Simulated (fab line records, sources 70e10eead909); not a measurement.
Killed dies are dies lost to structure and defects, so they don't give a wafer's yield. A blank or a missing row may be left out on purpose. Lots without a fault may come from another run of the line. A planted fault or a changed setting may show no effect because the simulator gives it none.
fab line records | flow nand_harc
record lots=24 wafers=72 last_day=34
route steps=1302 shown A_CHANNEL_HOLE_D1@468 A_DECK1_JOINT@528 A_CHANNEL_HOLE_D2@583
lots that met no fault: from a run of the same line without faults
start_h: hours from the record's first day to the start of the lot's first wafer shown | wait_h: hours since the lot's step before | " the same as in the row above | L1.1+2: a row that stands for several wafers | - no value, or no start given | * or withheld: withheld | < > ~ a bound
route shown NAME@n: a module of which the file shows steps, and the number in the route of the first | usual: mean/standard deviation of fault-free wafers | same: alike in all rows | chamber/n: place in a boat | sites: the reading at each site | _std_site: their standard deviation | _edge_site: outer sites' mean less inner sites' | radius_mm: how far each site lies from the wafer's centre | mask NAME#n: copy n | behind: the tool/chamber that last shaped the wafer | hold: why the lot was held/for how many hours/how that ended | device: the transistor (n, p or np) that didn't switch | end of line: the same wafers' tests at the end of the route | a step without rows: its recipe alone | killed: dies lost to structure and defects at the first sort, not the wafer's yield | map: a wafer's dies, x killed, . not, _ none there
set.NAME: the setting as run; set.NAME@STEP: as run at that earlier step | model.NAME: the simulator's own value behind a step, which no gauge read
steps of the route over a sample of lots; a table a step, a row a wafer
services: from which hour (start_h, from the record's first day; less than 0 if before it) a tool's chamber was out of use, for how many hours, and why
## steps
# step NHARC_A_CHANNEL_HOLE_D1_ETCH_34
# recipe target_depth_a=1540 time_s=77 cf4_flow_sccm=100 chf3_flow_sccm=30 ar_flow_sccm=0 rf_w=500 bias_w=200 chemistry=CF4/CHF3
# usual chamber_pressure_mTorr=25.00/0.033 drypump_motor_current_A=5.6/0.4 mfc_ar_sccm=0.004/0.0068 oes_product_au=0.948/0.027 rf_vpp_V=370.4/2.2 showerhead_plenum_p_Torr=1.57/0.064 throttle_valve_pct=16.802/0.0097
# columns lot.wafer tool chamber start_h wait_h chamber_pressure_mTorr drypump_motor_current_A mfc_ar_sccm oes_product_au rf_hours_counter_h rf_vpp_V showerhead_plenum_p_Torr throttle_valve_pct
L074.3 rie_diel-01 1 - - 25.03 5.5 0.004 0.958 12 370.6 1.59 16.788
L074.5 " 1 " " 25.00 5.5 0.004 0.945 - 369.9 1.59 16.797
L074.6 " 2 " " 25.02 5.3 0 0.949 - 368.6 1.50 16.797
L076.3 rie_diel-01 1 - - 25.02 5.5 0.004 0.978 14 369.8 1.59 16.811
L076.4 " 2 " " 25.00 5.3 0 0.965 15 369.9 1.50 16.808
L076.1 " 0 " " 25.00 6.3 0.003 1.007 14 370.2 1.53 16.802
L075.4 rie_diel-01 2 - - 25.03 5.3 0 0.925 15 367.2 1.50 16.786
L075.2 " 0 " " 25.00 6.3 0.003 0.937 15 369.3 1.53 16.798
L075.5 " 1 " " 25.01 5.5 0.004 0.927 - 371.2 1.59 16.789
L077.1 rie_diel-01 2 - - 25.02 5.2 0 0.957 0 367.7 1.50 16.804
L077.4 " 0 " " 24.98 6.3 0.003 0.988 0 367.8 1.53 16.805
L077.5 " 2 " " 24.98 5.3 0 0.948 - 368.9 1.50 16.815
L078.2 rie_diel-01 2 - - 25.01 5.3 0 0.960 1 368.9 1.50 16.799
L078.4 " 3 " " 25.00 5.4 0.005 1.002 1 372.1 1.67 16.806
L078.3 " 0 " " 24.98 6.3 0.003 0.996 1 369.8 1.53 16.800
L079.4 rie_diel-08 0 - - 24.99 5.8 0 0.988 7 368.3 1.48 16.793
L079.1 " 1 " " 24.97 5.5 0.003 0.976 7 370.3 1.54 16.814
L079.3 " 3 " " 24.99 6.4 0 0.960 7 372.9 1.65 16.795
L080.3 rie_diel-01 0 - - 24.99 6.3 0.003 0.952 2 369.5 1.52 16.795
L080.2 " 2 " " 25.07 5.2 0 0.918 3 368.8 1.50 16.802
L080.4 " 3 " " 25.00 5.3 0.005 0.935 3 373.8 1.66 16.788
L081.3 rie_diel-01 3 - - 24.97 5.3 0.005 0.995 4 373.9 1.66 16.823
L081.6 " 2 " " 25.03 5.3 0 0.967 - 368.3 1.50 16.805
L081.5 " 3 " " 25.02 5.3 0.005 0.997 - 375.3 1.66 16.807
L082.1 rie_diel-01 0 - - 24.98 6.3 0.003 0.986 4 369.6 1.52 16.797
L082.4 " 2 " " 25.04 5.3 0 0.967 5 369.6 1.50 16.780
L082.6 " 0 " " 25.02 6.3 0.003 0.999 - 368.1 1.52 16.809
L083.4 rie_diel-01 2 - - 25.00 5.2 0 0.918 6 366.5 1.50 16.792
L083.3 " 1 " " 25.05 5.5 0.004 0.916 5 371.2 1.58 16.808
L083.6 " 3 " " 24.98 5.4 0.005 0.948 - 373.9 1.66 16.800
L084.2 rie_diel-01 2 - - 25.01 5.3 0 0.969 7 368.8 1.50 16.799
L084.1 " 3 " " 24.97 5.3 0.005 0.947 8 372.9 1.66 16.798
L084.6 " 1 " " 25.03 5.5 0.004 0.925 - 371.9 1.58 16.789
L085.4 rie_diel-08 3 - - 25.01 6.4 0 0.905 25 371.5 1.64 16.815
L085.1 " 1 " " 24.99 5.5 0.003 0.913 32 368.7 1.53 16.802
L085.5 " 3 " " 25.00 6.4 0 0.914 - 373.5 1.65 16.815
L086.4 rie_diel-01 2 - - 24.99 5.2 0 0.908 8 366.6 1.50 16.806
L086.1 " 3 " " 25.02 5.3 0.005 0.928 9 373.4 1.66 16.806
L086.3 " 1 " " 24.98 5.5 0.004 0.924 7 371.6 1.58 16.812
L087.1 rie_diel-07 3 - - 25.02 4.9 0 0.978 1 368.6 1.51 16.793
L087.5 " 2 " " 24.98 5.9 0.004 0.980 - 370.9 1.57 16.792
L087.6 " 3 " " 24.97 4.9 0 0.981 - 369.0 1.51 16.820
L088.1 rie_diel-01 2 - - 24.95 5.3 0 0.908 10 369.2 1.50 16.798
L088.5 " 3 " " 24.98 5.3 0.005 0.934 - 373.3 1.66 16.810
L088.6 " 0 " " 25.05 6.3 0.003 0.938 - 370.3 1.52 16.806
L089.1 rie_diel-01 1 - - 24.99 5.5 0.004 0.923 10 371.7 1.58 16.798
L089.3 " 2 " " 25.04 5.2 0 0.903 10 368.1 1.50 16.802
L089.6 " 2 " " 24.99 5.3 0 0.909 - 368.7 1.50 16.798
L090.2 rie_diel-01 3 - - 25.00 5.3 0.005 0.930 12 372.9 1.66 16.804
L090.5 " 2 " " 24.97 5.3 0 0.913 - 367.6 1.50 16.812
L090.6 " 3 " " 25.03 5.3 0.005 0.942 - 374.8 1.66 16.797
L091.3 rie_diel-01 1 - - 25.02 5.5 0.004 0.924 11 371.0 1.58 16.804
L091.2 " 3 " " 25.00 5.3 0.005 0.927 13 372.5 1.66 16.797
L091.5 " 2 " " 24.97 5.3 0 0.916 - 368.9 1.50 16.795
L092.3 rie_diel-08 2 - - 24.99 5.9 0.026 0.909 50 371.8 1.62 16.811
L092.2 " 0 " " 25.03 5.8 0 0.930 56 365.9 1.47 16.803
L092.5 " 1 " " 25.01 5.4 0.003 0.910 - 369.0 1.52 16.811
L094.3 rie_diel-08 2 - - 25.03 6.0 0.026 0.967 0 372.5 1.62 16.825
L094.2 " 1 " " 25.02 5.4 0.003 0.993 0 368.5 1.52 16.793
L094.5 " 3 " " 24.96 6.4 0 0.950 - 372.2 1.64 16.796
L093.2 rie_diel-01 2 - - 25.01 5.3 0 0.903 15 367.6 1.50 16.805
L093.4 " 2 " " 24.98 5.3 0 0.908 - 367.9 1.50 16.786
L093.5 " 3 " " 24.98 5.3 0.005 0.928 - 373.0 1.66 16.810
L095.3 rie_diel-01 3 - - 24.99 5.3 0.005 0.958 1 373.6 1.66 16.799
L095.4 " 2 " " 24.98 5.3 0 0.934 - 369.2 1.50 16.805
L095.6 " 3 " " 24.99 5.3 0.005 0.960 - 373.9 1.66 16.785
L096.3 rie_diel-01 2 - - 25.07 5.2 0 0.938 3 367.6 1.49 16.804
L096.1 " 3 " " 25.01 5.3 0.005 0.978 3 373.5 1.66 16.813
L096.4 " 1 " " 24.97 5.5 0.004 0.950 - 370.8 1.58 16.812
L097.4 rie_diel-07 0 - - 24.99 5.8 0.032 0.967 27 370.1 1.55 16.803
L097.1 " 1 " " 25.00 6.3 0 0.988 38 367.4 1.51 16.792
L097.5 " 3 " " 25.00 4.9 0 0.960 - 368.7 1.50 16.808
# step NHARC_A_DECK1_JOINT_THK_MEAS_14
# recipe thk_meas_gauge=ellipsometry
# usual thk_nm=51.4/1.8
# columns lot.wafer tool chamber start_h wait_h thk_nm
L074.3 film_metro-02 - 251.63 0.2 50.3
L074.5 " - " " 50.9
L074.6 " - " " 50.2
L076.1 film_metro-01 - 264.60 0.2 51.9
L076.3 " - " " 51.0
L076.4 " - " " 51.6
L075.2 film_metro-02 - 264.60 0.2 51.0
L075.4 " - " " 53.0
L075.5 " - " " 50.4
L077.1 film_metro-02 - 280.86 0.2 47.9
L077.4 " - " " 52.8
L077.5 " - " " 48.4
L078.2 film_metro-01 - 293.60 0.2 51.2
L078.3 " - " " 48.8
L078.4 " - " " 50.1
L079.1 film_metro-01 - 297.51 0.2 55.3
L079.3 " - " " 52.9
L079.4 " - " " 52.4
L080.2 film_metro-02 - 305.65 0.2 50.5
L080.3 " - " " 50.4
L080.4 " - " " 50.3
L081.3 film_metro-01 - 326.04 0.2 51.7
L081.5 " - " " 51.0
L081.6 " - " " 53.5
L082.1 film_metro-02 - 335.69 0.2 48.1
L082.4 " - " " 52.5
L082.6 " - " " 49.2
L083.3 film_metro-02 - 345.76 0.2 51.7
L083.4 " - " " 49.8
L083.6 " - " " 51.0
L084.1 film_metro-02 - 357.28 0.2 48.5
L084.2 " - " " 50.1
L084.6 " - " " 49.4
L085.1 film_metro-02 - 357.29 0.2 51.2
L085.4 " - " " 49.1
L085.5 " - " " 51.7
L086.1 film_metro-02 - 371.28 0.2 52.9
L086.3 " - " " 46.8
L086.4 " - " " 52.3
L087.1 film_metro-01 - 375.29 0.2 55.7
L087.5 " - " " 50.2
L087.6 " - " " 49.6
L088.1 film_metro-01 - 396.98 0.2 49.4
L088.5 " - " " 52.3
L088.6 " - " " 54.0
L089.1 film_metro-02 - 397.08 0.2 50.4
L089.3 " - " " 50.2
L089.6 " - " " 53.6
L090.2 film_metro-01 - 410.66 0.2 48.5
L090.5 " - " " 48.6
L090.6 " - " " 49.1
L091.2 film_metro-01 - 426.92 0.2 50.0
L091.3 " - " " 50.5
L091.5 " - " " 50.3
L092.2 film_metro-02 - 426.92 0.2 51.2
L092.3 " - " " 51.5
L092.5 " - " " 51.5
L094.2 film_metro-01 - 447.92 0.2 51.4
L094.3 " - " " 52.5
L094.5 " - " " 50.8
L093.2 film_metro-01 - 451.89 0.2 52.6
L093.4 " - " " 53.4
L093.5 " - " " 50.7
L095.3 film_metro-02 - 463.66 0.2 51.2
L095.4 " - " " 49.8
L095.6 " - " " 52.2
L096.1 film_metro-02 - 470.94 0.2 56.6
L096.3 " - " " 52.4
L096.4 " - " " 52.5
L097.1 film_metro-02 - 486.76 0.2 54.9
L097.4 " - " " 53.9
L097.5 " - " " 52.8
# step NHARC_A_CHANNEL_HOLE_D2_OVL_MEAS_11
# usual overlay_x_nm=0.0/0.75 overlay_y_nm=-0.2/0.81
# columns lot.wafer tool chamber start_h wait_h overlay_x_nm overlay_y_nm
L074.3 overlay-01 - 289.91 - -1.1 -1.7
L074.5 " - " " -1.2 -1.5
L074.6 " - " " -0.3 -1.4
L075.2 overlay-02 - 311.39 - 0.8 0.4
L075.4 " - " " 0.1 0.3
L075.5 " - " " 0.2 0.5
L076.1 overlay-02 - 313.31 - 0.2 0.3
L076.3 " - " " 0.0 1.2
L076.4 " - " " -0.2 1.0
L077.1 overlay-02 - 327.96 - -0.4 -0.4
L077.4 " - " " 0.2 -0.5
L077.5 " - " " -0.4 -0.5
L079.1 overlay-01 - 336.42 - 1.6 -0.8
L079.3 " - " " 1.1 -0.6
L079.4 " - " " 0.8 -0.8
L078.2 overlay-02 - 337.78 - 0.4 -0.3
L078.3 " - " " 0.5 0.1
L078.4 " - " " 0.3 -0.3
L080.2 overlay-01 - 349.47 - -0.7 0.0
L080.3 " - " " -0.3 0.1
L080.4 " - " " -1.3 -0.5
L081.3 overlay-02 - 373.89 - -0.4 -0.1
L081.5 " - " " 0.2 -0.3
L081.6 " - " " 0.4 0.0
L082.1 overlay-01 - 375.28 - 0.1 -0.4
L082.4 " - " " -0.2 -0.3
L082.6 " - " " 0.0 -0.3
L083.3 overlay-02 - 389.92 - -0.4 -1.3
L083.4 " - " " 0.1 -1.1
L083.6 " - " " -0.4 -1.0
L085.1 overlay-01 - 397.92 - 0.0 1.7
L085.4 " - " " -0.3 1.8
L085.5 " - " " -0.3 2.2
L084.1 overlay-01 - 399.44 - 0.9 0.0
L084.2 " - " " 0.8 -0.3
L084.6 " - " " 0.9 -0.2
L086.1 overlay-02 - 411.02 - -0.5 -0.3
L086.3 " - " " 0.0 -0.7
L086.4 " - " " -0.2 -1.0
L087.1 overlay-01 - 411.17 - 0.0 -0.6
L087.5 " - " " 0.3 -1.0
L087.6 " - " " 0.1 -0.2
L089.1 overlay-01 - 439.10 - -0.1 -1.5
L089.3 " - " " -0.1 -1.7
L089.6 " - " " -0.1 -1.0
L088.1 overlay-01 - 440.98 - 0.7 -1.0
L088.5 " - " " 0.7 -1.2
L088.6 " - " " 1.1 -1.1
L090.2 overlay-01 - 459.29 - 1.1 -0.8
L090.5 " - " " 0.9 -0.2
L090.6 " - " " 0.7 -0.1
L091.2 overlay-02 - 471.07 - -0.6 0.6
L091.3 " - " " -0.2 0.2
L091.5 " - " " -0.6 1.2
L092.2 overlay-01 - 471.91 - 0.0 0.1
L092.3 " - " " -0.8 0.6
L092.5 " - " " -0.7 0.6
L093.2 overlay-01 - 486.42 - -2.0 -0.6
L093.4 " - " " -1.7 -0.7
L093.5 " - " " -2.0 -1.0
L094.2 overlay-02 - 488.34 - 1.3 0.4
L094.3 " - " " 1.5 0.0
L094.5 " - " " 1.9 0.5
L096.1 overlay-02 - 512.36 - -0.9 0.4
L096.3 " - " " -0.4 0.3
L096.4 " - " " -0.2 0.2
L095.3 overlay-02 - 512.55 - -0.6 0.2
L095.4 " - " " 0.0 0.2
L095.6 " - " " -0.3 0.5
L097.1 overlay-02 - 540.37 - -0.6 -0.8
L097.4 " - " " -0.6 -1.2
L097.5 " - " " -1.0 -1.3
# step NHARC_A_CHANNEL_HOLE_D2_CD_MEAS_18
# usual cd_nm=99.1/2.8
# columns lot.wafer tool chamber start_h wait_h cd_nm
L074.3 cd_sem-03 - 291.12 - 98.4
L074.5 " - " " 98.1
L074.6 " - " " 101.4
L075.2 cd_sem-03 - 312.59 - 96.5
L075.4 " - " " 103.9
L075.5 " - " " 97.6
L076.1 cd_sem-02 - 314.51 - 97.2
L076.3 " - " " 103.4
L076.4 " - " " 96.2
L077.1 cd_sem-01 - 329.36 - 99.4
L077.4 " - " " 99.9
L077.5 " - " " 99.1
L079.1 cd_sem-03 - 337.63 - 99.4
L079.3 " - " " 101.9
L079.4 " - " " 100.7
L078.2 cd_sem-02 - 338.98 - 98.0
L078.3 " - " " 100.0
L078.4 " - " " 102.9
L080.2 cd_sem-03 - 350.67 - 100.0
L080.3 " - " " 97.3
L080.4 " - " " 99.1
L081.3 cd_sem-03 - 375.10 - 103.5
L081.5 " - " " 101.8
L081.6 " - " " 103.9
L082.1 cd_sem-01 - 376.48 - 103.2
L082.4 " - " " 96.1
L082.6 " - " " 100.4
L083.3 cd_sem-03 - 391.13 - 97.4
L083.4 " - " " 98.0
L083.6 " - " " 99.7
L085.1 cd_sem-03 - 399.34 - 104.8
L085.4 " - " " 100.1
L085.5 " - " " 101.6
L084.1 cd_sem-01 - 400.64 - 96.6
L084.2 " - " " 98.1
L084.6 " - " " 98.5
L086.1 cd_sem-03 - 412.22 - 101.7
L086.3 " - " " 100.0
L086.4 " - " " 101.2
L087.1 cd_sem-01 - 412.37 - 101.3
L087.5 " - " " 97.1
L087.6 " - " " 99.4
L089.1 cd_sem-03 - 440.31 - 100.9
L089.3 " - " " 98.4
L089.6 " - " " 97.3
L088.1 cd_sem-01 - 442.18 - 106.8
L088.5 " - " " 105.3
L088.6 " - " " 98.3
L090.2 cd_sem-02 - 460.50 - 94.8
L090.5 " - " " 96.3
L090.6 " - " " 101.2
L091.2 cd_sem-01 - 472.29 - 90.8
L091.3 " - " " 98.5
L091.5 " - " " 95.7
L092.2 cd_sem-01 - 473.12 - 96.5
L092.3 " - " " 102.6
L092.5 " - " " 99.4
L093.2 cd_sem-02 - 487.63 - 96.0
L093.4 " - " " 98.2
L093.5 " - " " 98.6
L094.2 cd_sem-03 - 490.04 - 98.4
L094.3 " - " " 98.0
L094.5 " - " " 101.0
L096.1 cd_sem-03 - 513.57 - 98.7
L096.3 " - " " 96.8
L096.4 " - " " 99.5
L095.3 cd_sem-02 - 513.76 - 100.2
L095.4 " - " " 92.9
L095.6 " - " " 99.6
L097.1 cd_sem-02 - 541.57 - 101.0
L097.4 " - " " 98.1
L097.5 " - " " 98.6
# step NHARC_A_CHANNEL_HOLE_D2_ETCH_19
# recipe bias_v=1200 source_w=2500 pressure_mtorr=15 time_s=34.5 ar_flow_sccm=375 c4f8_flow_sccm=28.8 o2_flow_sccm=96.2 temp_c=-20 target_depth_a=* chemistry=C4F8/O2/Ar
# usual chamber_pressure_mTorr=14.998/0.014 drypump_motor_current_A=5.1/0.49 mfc_ar_sccm=374.9/1.1 showerhead_plenum_p_Torr=3.70/0.042 throttle_valve_pct=37.038/0.0096
# columns lot.wafer tool chamber start_h wait_h chamber_pressure_mTorr drypump_motor_current_A mfc_ar_sccm rf_hours_counter_h showerhead_plenum_p_Torr throttle_valve_pct
L074.3 har_etch-01 1 291.23 0.1 15.001 4.7 375.0 - 3.74 37.047
L074.6 " 1 " " 15.013 4.7 375.5 - 3.74 37.036
L074.5 " 0 " " 15.008 5.9 373.8 - 3.74 37.058
L075.2 har_etch-02 1 312.66 0.1 14.995 5.1 374.7 356 3.78 37.042
L075.4 " 0 " " 14.995 4.7 376.6 - 3.68 37.040
L075.5 " 1 " " 15.012 5.1 375.0 - 3.78 37.037
L076.1 har_etch-01 0 314.66 0.1 15.009 5.9 372.7 164 3.73 37.029
L076.4 " 0 " " 14.999 5.9 374.9 - 3.73 37.031
L076.3 " 1 " " 14.994 4.7 375.9 - 3.73 37.057
L077.1 har_etch-01 0 329.45 0.1 15.017 5.9 377.3 168 3.73 37.026
L077.4 " 1 " " 14.974 4.7 376.9 - 3.73 37.045
L077.5 " 1 " " 14.996 4.7 376.4 - 3.73 37.032
L079.1 har_etch-01 1 337.80 0.2 15.001 4.7 373.7 176 3.73 37.038
L079.4 " 0 " " 15.007 5.9 373.5 - 3.73 37.039
L079.3 " 1 " " 14.991 4.7 373.7 - 3.73 37.027
L078.2 har_etch-02 0 339.05 0.1 15.012 4.7 374.4 393 3.67 37.036
L078.3 " 0 " " 14.990 4.7 375.5 - 3.67 37.039
L078.4 " 1 " " 14.993 5.1 376.2 - 3.77 37.042
L080.2 har_etch-02 1 350.76 0.1 14.986 5.1 376.0 379 3.76 37.053
L080.4 " 0 " " 14.998 4.7 374.9 - 3.67 37.030
L080.3 " 1 " " 15.020 5.1 375.7 - 3.76 37.044
L081.3 har_etch-02 1 375.23 0.1 15.008 5.1 375.8 - 3.76 37.053
L081.5 " 0 " " 15.011 4.7 373.0 - 3.66 37.052
L081.6 " 1 " " 14.975 5.1 374.2 - 3.76 37.031
L082.1 har_etch-01 0 378.52 2.0 14.989 5.9 372.8 198 3.71 37.049
L082.4 " 1 " " 14.997 4.7 374.6 - 3.71 37.037
L082.6 " 0 " " 14.969 5.9 373.3 - 3.71 37.038
L083.3 har_etch-01 1 394.83 3.7 15.002 4.7 374.3 - 3.71 37.040
L083.4 " 0 " " 14.993 5.9 374.6 - 3.70 37.039
L083.6 " 0 " " 15.027 5.9 373.4 - 3.71 37.044
L085.1 har_etch-01 0 399.43 0.1 14.999 5.9 375.0 218 3.70 37.059
L085.4 " 1 " " 14.988 4.7 374.8 - 3.70 37.038
L085.5 " 1 " " 15.009 4.7 375.0 - 3.70 37.049
L084.2 har_etch-02 1 400.71 0.1 15.005 5.1 374.2 4 3.75 37.021
L084.1 " 0 " " 14.984 4.7 373.9 4 3.66 37.040
L084.6 " 0 " " 14.997 4.7 373.8 - 3.66 37.026
L086.1 har_etch-02 1 412.29 0.1 14.979 5.0 376.1 11 3.75 37.040
L086.3 " 1 " " 15.025 5.1 375.7 - 3.75 37.036
L086.4 " 0 " " 14.997 4.7 375.8 - 3.65 37.038
L087.1 har_etch-01 0 412.46 0.1 15.010 5.9 374.3 229 3.70 37.049
L087.6 " 1 " " 14.996 4.7 375.8 - 3.70 37.038
L087.5 " 0 " " 15.020 5.9 375.3 - 3.70 37.050
L089.1 har_etch-02 0 440.40 0.1 14.991 4.7 374.5 27 3.64 37.030
L089.3 " 0 " " 15.000 4.7 374.5 - 3.64 37.033
L089.6 " 0 " " 15.007 4.7 376.7 - 3.64 37.037
L088.1 har_etch-01 0 442.26 0.1 14.983 6.0 374.2 244 3.69 37.033
L088.5 " 0 " " 15.002 5.9 375.5 - 3.69 37.027
L088.6 " 1 " " 15.018 4.7 376.3 - 3.69 37.041
L090.2 har_etch-02 1 460.57 0.1 15.017 5.1 373.1 35 3.74 37.037
L090.6 " 1 " " 15.007 5.1 373.2 - 3.74 37.049
L090.5 " 0 " " 15.000 4.7 374.8 - 3.64 37.037
L091.2 har_etch-01 1 472.36 0.1 14.985 4.7 376.1 259 3.68 37.049
L091.3 " 0 " " 15.011 6.0 376.6 - 3.68 37.053
L091.5 " 0 " " 15.002 5.9 375.5 - 3.68 37.045
L092.2 har_etch-02 0 473.21 0.1 15.000 4.7 374.4 46 3.63 37.044
L092.3 " 0 " " 15.024 4.7 376.9 - 3.63 37.031
L092.5 " 0 " " 14.995 4.7 374.1 - 3.63 37.037
L093.2 har_etch-02 0 487.70 0.1 15.030 4.7 373.6 54 3.63 37.044
L093.4 " 1 " " 14.996 5.1 375.5 - 3.72 37.039
L093.5 " 0 " " 15.018 4.7 374.8 - 3.63 37.046
L094.2 har_etch-01 1 490.11 0.1 14.978 4.8 374.3 271 3.67 37.044
L094.3 " 0 " " 15.000 5.9 374.8 - 3.67 37.047
L094.5 " 1 " " 15.031 4.8 373.8 - 3.67 37.047
L096.1 har_etch-02 1 514.67 1.1 14.989 5.1 375.3 69 3.72 37.044
L096.4 " 1 " " 14.985 5.1 376.5 - 3.72 37.050
L096.3 " 0 " " 14.977 4.7 373.4 - 3.62 37.046
L095.4 har_etch-01 1 515.17 1.4 15.000 4.7 373.6 - 3.66 37.042
L095.3 " 0 " " 15.001 5.9 375.2 - 3.66 37.037
L095.6 " 0 " " 14.982 5.9 374.2 - 3.66 37.024
L097.1 har_etch-02 0 545.12 3.5 14.980 4.7 375.5 84 3.61 37.031
L097.4 " 1 " " 14.984 5.1 375.7 - 3.71 37.032
L097.5 " 1 " " 14.982 5.1 374.9 - 3.71 37.049
# step NHARC_A_CHANNEL_HOLE_D2_ETCH_21
# recipe bias_v=3000 source_w=withheld pressure_mtorr=20 time_s=514.3 ar_flow_sccm=375 c4f8_flow_sccm=89.3 o2_flow_sccm=35.7 temp_c=-20 target_depth_a=16000 chemistry=C4F8/O2/Ar
# usual chamber_pressure_mTorr=20.003/0.02 drypump_motor_current_A=5.1/0.49 mfc_ar_sccm=374.9/1.1 showerhead_plenum_p_Torr=3.66/0.04 throttle_valve_pct=32.155/0.0093
# columns lot.wafer tool chamber start_h wait_h chamber_pressure_mTorr drypump_motor_current_A mfc_ar_sccm rf_hours_counter_h showerhead_plenum_p_Torr throttle_valve_pct
L074.3 har_etch-01 1 291.77 0.3 20.015 4.7 373.3 - 3.70 32.175
L074.6 " 1 " " 20.012 4.7 373.5 - 3.70 32.177
L074.5 " 0 " " 20.009 5.9 374.4 - 3.70 32.155
L075.2 har_etch-02 1 313.09 0.3 20.022 5.1 375.5 356 3.73 32.162
L075.4 " 0 " " 20.027 4.7 374.5 - 3.64 32.159
L075.5 " 1 " " 20.022 5.1 374.9 - 3.73 32.137
L076.1 har_etch-01 0 315.09 0.3 20.013 5.9 376.2 165 3.69 32.160
L076.4 " 0 " " 20.001 5.9 376.0 - 3.69 32.145
L076.3 " 1 " " 20.001 4.7 375.3 - 3.69 32.129
L077.1 har_etch-01 0 329.93 0.3 20.004 5.9 375.9 169 3.69 32.161
L077.4 " 1 " " 20.017 4.7 373.9 - 3.69 32.145
L077.5 " 1 " " 20.012 4.7 374.5 - 3.69 32.153
L079.1 har_etch-01 1 338.28 0.3 20.013 4.8 374.6 176 3.68 32.146
L079.4 " 0 " " 20.009 5.9 376.1 - 3.68 32.155
L079.3 " 1 " " 19.988 4.8 374.5 - 3.68 32.170
L078.2 har_etch-02 0 339.48 0.3 19.979 4.7 373.9 394 3.63 32.156
L078.3 " 0 " " 20.013 4.7 372.1 - 3.63 32.159
L078.4 " 1 " " 19.976 5.1 373.8 - 3.72 32.168
L080.2 har_etch-02 1 351.24 0.3 20.013 5.1 374.4 379 3.72 32.160
L080.4 " 0 " " 20.008 4.7 373.7 - 3.63 32.163
L080.3 " 1 " " 20.007 5.1 375.0 - 3.72 32.141
L081.3 har_etch-02 1 375.81 0.3 19.978 5.1 375.2 - 3.71 32.148
L081.5 " 0 " " 20.012 4.7 374.5 - 3.62 32.167
L081.6 " 1 " " 20.012 5.1 373.9 - 3.71 32.158
L082.1 har_etch-01 0 378.95 0.3 20.013 5.9 376.1 199 3.67 32.146
L082.4 " 1 " " 19.972 4.7 375.0 - 3.67 32.168
L082.6 " 0 " " 20.001 5.9 375.4 - 3.67 32.157
L083.3 har_etch-01 1 395.37 0.3 20.012 4.7 376.4 - 3.66 32.148
L083.4 " 0 " " 19.952 5.9 373.9 - 3.66 32.141
L083.6 " 0 " " 19.991 5.9 374.6 - 3.66 32.154
L085.1 har_etch-01 0 399.92 0.3 19.991 5.9 375.7 218 3.66 32.165
L085.4 " 1 " " 20.028 4.7 373.9 - 3.66 32.147
L085.5 " 1 " " 19.999 4.7 374.0 - 3.66 32.141
L084.2 har_etch-02 1 401.14 0.3 20.006 5.1 372.5 4 3.71 32.145
L084.1 " 0 " " 20.008 4.7 374.3 4 3.62 32.159
L084.6 " 0 " " 20.026 4.7 372.6 - 3.62 32.156
L086.1 har_etch-02 1 412.73 0.3 20.002 5.1 377.4 12 3.71 32.160
L086.3 " 1 " " 19.984 5.1 377.8 - 3.71 32.156
L086.4 " 0 " " 20.010 4.7 376.9 - 3.61 32.165
L087.1 har_etch-01 0 412.95 0.3 19.986 5.9 374.0 230 3.66 32.164
L087.6 " 1 " " 19.990 4.7 375.8 - 3.66 32.149
L087.5 " 0 " " 20.026 5.9 372.7 - 3.66 32.155
L089.1 har_etch-02 0 440.88 0.3 19.998 4.7 374.4 27 3.60 32.146
L089.3 " 0 " " 19.986 4.7 374.1 - 3.60 32.167
L089.6 " 0 " " 20.038 4.7 373.0 - 3.60 32.155
L088.1 har_etch-01 0 442.69 0.3 20.014 5.9 374.8 245 3.65 32.165
L088.5 " 0 " " 19.995 5.9 376.6 - 3.65 32.161
L088.6 " 1 " " 20.002 4.7 376.3 - 3.65 32.161
L090.2 har_etch-02 1 460.99 0.3 20.012 5.1 373.6 35 3.69 32.150
L090.6 " 1 " " 19.989 5.1 375.4 - 3.69 32.146
L090.5 " 0 " " 20.019 4.7 374.9 - 3.60 32.147
L091.2 har_etch-01 1 472.79 0.3 19.998 4.7 373.5 260 3.64 32.163
L091.3 " 0 " " 19.987 5.9 372.7 - 3.64 32.151
L091.5 " 0 " " 20.000 5.9 373.2 - 3.64 32.151
L092.2 har_etch-02 0 473.68 0.3 19.997 4.7 375.4 46 3.59 32.149
L092.3 " 0 " " 20.001 4.7 375.5 - 3.59 32.144
L092.5 " 0 " " 20.000 4.7 375.6 - 3.59 32.150
L093.2 har_etch-02 0 488.12 0.3 20.032 4.7 375.5 54 3.59 32.165
L093.4 " 1 " " 20.009 5.1 375.8 - 3.68 32.149
L093.5 " 0 " " 19.998 4.7 375.4 - 3.59 32.158
L094.2 har_etch-01 1 490.54 0.3 20.009 4.8 375.7 271 3.63 32.159
L094.3 " 0 " " 19.991 5.9 374.3 - 3.63 32.159
L094.5 " 1 " " 20.016 4.7 374.0 - 3.63 32.178
L096.1 har_etch-02 1 515.10 0.3 19.977 5.1 375.0 69 3.67 32.161
L096.4 " 1 " " 19.999 5.1 375.3 - 3.67 32.157
L096.3 " 0 " " 19.972 4.7 377.6 - 3.58 32.161
L095.4 har_etch-01 1 515.71 0.3 19.971 4.8 374.7 - 3.62 32.157
L095.3 " 0 " " 20.036 6.0 374.3 - 3.62 32.165
L095.6 " 0 " " 20.022 5.9 373.6 - 3.62 32.148
L097.1 har_etch-02 0 545.60 0.3 20.000 4.7 375.4 85 3.57 32.161
L097.4 " 1 " " 19.968 5.1 374.3 - 3.67 32.148
L097.5 " 1 " " 19.973 5.1 375.0 - 3.67 32.142
## services
# columns tool chamber start_h hours kind
rie_diel-08 - 190.88 9.0 pm
rie_diel-07 3 202.03 9.6 repair
rie_diel-01 - 203.81 9.0 pm
rie_diel-01 2 230.95 4.5 repair
rie_diel-07 1 263.08 1.3 repair
har_etch-02 1 286.17 - consumable_replace:focus_ring
rie_diel-07 - 294.28 9.0 pm
har_etch-02 - 320.28 0.7 repair
rie_diel-08 2 342.26 1.4 repair
rie_diel-07 3 347.17 4.9 repair
rie_diel-01 1 362.21 11.3 repair
rie_diel-01 0 365.42 132.0 repair
rie_diel-08 - 367.88 9.0 pm
har_etch-02 - 379.36 17.0 pm
rie_diel-01 - 380.81 9.0 pm
rie_diel-07 0 385.23 18.2 repair
rie_diel-01 1 419.37 3.8 repair
har_etch-02 - 428.05 0.5 repair
rie_diel-08 0 431.78 2.8 repair
har_etch-01 - 458.81 3.2 repair
rie_diel-08 0 481.63 3.7 repair
rie_diel-08 - 488.25 0.8 repair
rie_diel-01 - 493.19 3.4 repair
rie_diel-08 - 544.88 9.0 pm
## key
fault none
